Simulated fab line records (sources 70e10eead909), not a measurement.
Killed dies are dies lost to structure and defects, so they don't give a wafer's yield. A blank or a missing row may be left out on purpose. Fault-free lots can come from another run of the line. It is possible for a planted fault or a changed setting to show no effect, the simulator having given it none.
Which of the tools did it? + flow nand-harc + 36 wafers from 12 lots sampled at 6 of the route's 1159 steps

WHAT THE GAUGES SHOWED, per wafer
NHARC_P_ZERO_WELL_CD_MEAS_11: target cd 500 nm.
| lot  | measured    | on        | cd-nm (nm)        |
|------|-------------|-----------|-------------------|
| L741 | day 1 13:14 | cd-sem-02 | 500.6 498.4 502.2 |
| L742 | day 1 19:15 | cd-sem-03 | 498.8 497.4 497.8 |
| L743 | day 2 01:08 | cd-sem-01 | 498.6 500.1 499.5 |
| L744 | day 2 07:14 | cd-sem-03 | 497.8 495.3 498.9 |
| L745 | day 2 13:07 | cd-sem-01 | 502.5 500.3 502.3 |
| L747 | day 3 01:07 | cd-sem-01 | 498.0 498.7 496.8 |
| L749 | day 3 13:14 | cd-sem-01 | 500.7 499.4 498.7 |
| L758 | day 5 19:15 | cd-sem-01 | 498.5 497.8 500.5 |
| L760 | day 6 07:14 | cd-sem-02 | 501.9 499.9 500.4 |
| L761 | day 6 13:15 | cd-sem-02 | 501.2 502.7 503.6 |
| L763 | day 7 01:15 | cd-sem-02 | 498.4 500.3 496.7 |
| L764 | day 7 07:15 | cd-sem-01 | 500.9 498.6 499.0 |

NHARC_P_ZERO_WELL_CD_MEAS_37: target cd 720 nm.
| lot  | measured    | on        | cd-nm (nm)        |
|------|-------------|-----------|-------------------|
| L741 | day 1 16:06 | cd-sem-02 | 720.4 719.4 721.6 |
| L742 | day 1 22:07 | cd-sem-02 | 721.3 719.1 719.8 |
| L743 | day 2 04:00 | cd-sem-01 | 721.6 717.9 721.1 |
| L744 | day 2 09:59 | cd-sem-03 | 722.0 718.2 718.2 |
| L745 | day 2 16:10 | cd-sem-02 | 720.1 719.2 719.1 |
| L747 | day 3 03:58 | cd-sem-03 | 718.2 719.7 720.3 |
| L749 | day 3 16:07 | cd-sem-02 | 786.9 788.0 790.0 |
| L758 | day 5 22:07 | cd-sem-02 | 723.3 723.0 720.2 |
| L760 | day 6 10:14 | cd-sem-02 | 719.1 718.7 722.4 |
| L761 | day 6 16:08 | cd-sem-02 | 722.7 722.9 720.3 |
| L763 | day 7 04:08 | cd-sem-03 | 720.0 721.4 717.6 |
| L764 | day 7 09:59 | cd-sem-03 | 716.3 718.2 718.4 |

NHARC_END_SORT_01.
| lot  | measured     | on        | killed-at-array | killed-at-other | killed-at-periphery | killed-dies | killed-open | killed-short |
|------|--------------|-----------|-----------------|-----------------|---------------------|-------------|-------------|--------------|
| L749 | day 21 05:49 | prober-02 | 47 37 35        | 1 1 1           | 12 11 7             | 60 49 43    | 11 3 4      | 5 3 0        |

TOOL THAT RAN EACH LOT (tool first, then ch and the chambers of the sampled wafers, then the start)
| lot  | NHARC_P_ZERO_WELL_EXPOSE_34      | NHARC_P_GATE_DESCUM_31            | NHARC_P_GATE_ALD_36               |
|------|----------------------------------|-----------------------------------|-----------------------------------|
| L741 | krf-scanner-02 ch 0, day 1 15:57 | rie-diel-07 ch 0,1, day 4 15:55   | ald-sin-03 ch 0,1,2, day 4 17:12  |
| L742 | krf-scanner-02 ch 0, day 1 21:58 | rie-diel-03 ch 1,3, day 5 04:10   | ald-sin-04 ch 0,1, day 5 06:07    |
| L743 | krf-scanner-01 ch 0, day 2 03:50 | rie-diel-07 ch 0,2,3, day 5 03:59 | ald-sin-02 ch 1,2, day 5 07:11    |
| L744 | krf-scanner-01 ch 0, day 2 09:50 | rie-diel-03 ch 0,2, day 5 09:53   | ald-sin-04 ch 2,3, day 5 12:32    |
| L745 | krf-scanner-04 ch 0, day 2 16:01 | rie-diel-06 ch 0,1,3, day 5 14:53 | ald-sin-02 ch 1,3, day 5 17:12    |
| L747 | krf-scanner-04 ch 0, day 3 03:49 | rie-diel-03 ch 0,2,3, day 5 23:31 | ald-sin-04 ch 0,1, day 6 00:50    |
| L749 | krf-scanner-01 ch 0, day 3 15:57 | rie-diel-07 ch 0,2, day 6 16:05   | ald-sin-04 ch 0,2,3, day 6 19:27  |
| L758 | krf-scanner-04 ch 0, day 5 21:58 | rie-diel-07 ch 0,2, day 8 23:41   | ald-sin-03 ch 1,2,3, day 9 04:19  |
| L760 | krf-scanner-01 ch 0, day 6 10:05 | rie-diel-03 ch 0,2,3, day 9 11:20 | ald-sin-03 ch 2,3, day 9 13:46    |
| L761 | krf-scanner-01 ch 0, day 6 15:59 | rie-diel-07 ch 0,2,3, day 9 11:15 | ald-sin-04 ch 0,1,3, day 9 14:39  |
| L763 | krf-scanner-01 ch 0, day 7 03:59 | rie-diel-07 ch 2,3, day 10 09:08  | ald-sin-04 ch 1,2, day 10 10:23   |
| L764 | krf-scanner-01 ch 0, day 7 09:50 | rie-diel-06 ch 1,2, day 10 14:44  | ald-sin-03 ch 1,2,3, day 10 19:34 |
- NHARC_P_ZERO_WELL_EXPOSE_34: exposes mask P PWELL, target cd 720 nm.
- NHARC_P_GATE_DESCUM_31: chemistry O2, time 3 s.
- NHARC_P_GATE_ALD_36: deposits SiNx, target thk 20 nm, pulse time 60 s, ald cycles 223.

AS READ BY THE TOOLS THEMSELVES (means over the sampled wafers that have a number; for cases with no such wafer, the mark the record gives instead)
NHARC_P_ZERO_WELL_EXPOSE_34.
| lot  | tool           | focus-offset-nm (nm) |
|------|----------------|----------------------|
| L741 | krf-scanner-02 | 0.4                  |
| L742 | krf-scanner-02 | 0.9                  |
| L743 | krf-scanner-01 | 0.4                  |
| L744 | krf-scanner-01 | -1.0                 |
| L745 | krf-scanner-04 | -0.2                 |
| L747 | krf-scanner-04 | 0.4                  |
| L749 | krf-scanner-01 | 0.4                  |
| L758 | krf-scanner-04 | -0.6                 |
| L760 | krf-scanner-01 | -0.4                 |
| L761 | krf-scanner-01 | 0.8                  |
| L763 | krf-scanner-01 | -0.3                 |
| L764 | krf-scanner-01 | -0.1                 |

NHARC_P_GATE_DESCUM_31.
| lot  | tool        | drypump-motor-current-A (A) | o2-flow-sccm (sccm) | oes-product-au (a.u.) | rf-vpp-V (V) | showerhead-plenum-p-Torr (Torr) | throttle-valve-pct (%) |
|------|-------------|-----------------------------|---------------------|-----------------------|--------------|---------------------------------|------------------------|
| L741 | rie-diel-07 | 5.4                         | 199.5               | 1.015                 | 57.9         | 2.02                            | 11.313                 |
| L742 | rie-diel-03 | 5.7                         | 200.2               | 0.993                 | 57.3         | 1.85                            | 11.308                 |
| L743 | rie-diel-07 | 5.4                         | 200.6               | 0.990                 | 58.7         | 2.00                            | 11.305                 |
| L744 | rie-diel-03 | 5.2                         | 200.2               | 1.004                 | 57.3         | 1.93                            | 11.314                 |
| L745 | rie-diel-06 | 5.6                         | 200.0               | 1.006                 | 57.0         | 1.84                            | 11.309                 |
| L747 | rie-diel-03 | 5.2                         | 199.9               | 0.992                 | 57.7         | 1.89                            | 11.313                 |
| L749 | rie-diel-07 | 5.1                         | 200.3               | 1.000                 | 57.4         | 1.97                            | 11.310                 |
| L758 | rie-diel-07 | 5.3                         | 199.7               | 1.003                 | 57.8         | 1.97                            | 11.313                 |
| L760 | rie-diel-03 | 5.2                         | 200.1               | 0.995                 | 57.9         | 1.88                            | 11.301                 |
| L761 | rie-diel-07 | 5.3                         | 199.7               | 0.993                 | 57.3         | 1.99                            | 11.303                 |
| L763 | rie-diel-07 | 5.5                         | 200.1               | 0.991                 | 58.0         | 1.99                            | 11.310                 |
| L764 | rie-diel-06 | 5.2                         | 200.4               | 1.006                 | 56.4         | 1.83                            | 11.307                 |

NHARC_P_GATE_ALD_36.
| lot  | tool       | heater-power-w (W) | precursor-pulse-height-rel |
|------|------------|--------------------|----------------------------|
| L741 | ald-sin-03 | 731                | 0.986                      |
| L742 | ald-sin-04 | 723                | 0.995                      |
| L743 | ald-sin-02 | 765                | 1.001                      |
| L744 | ald-sin-04 | 718                | 0.997                      |
| L745 | ald-sin-02 | 900                | 0.972                      |
| L747 | ald-sin-04 | 734                | 1.004                      |
| L749 | ald-sin-04 | 743                | 1.000                      |
| L758 | ald-sin-03 | 728                | 0.977                      |
| L760 | ald-sin-03 | 776                | 1.011                      |
| L761 | ald-sin-04 | 708                | 1.008                      |
| L763 | ald-sin-04 | 774                | 0.999                      |
| L764 | ald-sin-03 | 734                | 0.997                      |

THE ANSWER, worked out from the rows above alone
Rule: what is usual is taken from the lots themselves. Put in order of their means at a reading, lots are off if they are a third of the lots or fewer, leave a main group of 4 or more, and stand apart from it by a gap of 3 or more times the standard deviation of the main group's means; of several such gaps the widest counts. A main group whose means are all the same, to the digits that the tables above print for the reading, isn't used. A lot without any number at a reading at which 4 lots or more have one is off too. The other lots that the step has rows for count as sound. After the gauges, taken in route order, come the tools' own readings; for these a lot's mean is taken, as printed above. At the first step where some lot is off, the reading lying furthest off is the one used; lots without a number count as furthest.
Off at NHARC_P_ZERO_WELL_CD_MEAS_37 (cd-nm): L749. Mean 720.1 nm and standard deviation 1.2 in the main group.
If a tool, at a process step before that reading, ran all the lots that are off and no sound lot after the first of them, it fits. Gauges at NHARC_P_ZERO_WELL_CD_MEAS_37: tried the same way as those tools. No candidate that was tried fits.

WHAT THE SIMULATOR PUT IN
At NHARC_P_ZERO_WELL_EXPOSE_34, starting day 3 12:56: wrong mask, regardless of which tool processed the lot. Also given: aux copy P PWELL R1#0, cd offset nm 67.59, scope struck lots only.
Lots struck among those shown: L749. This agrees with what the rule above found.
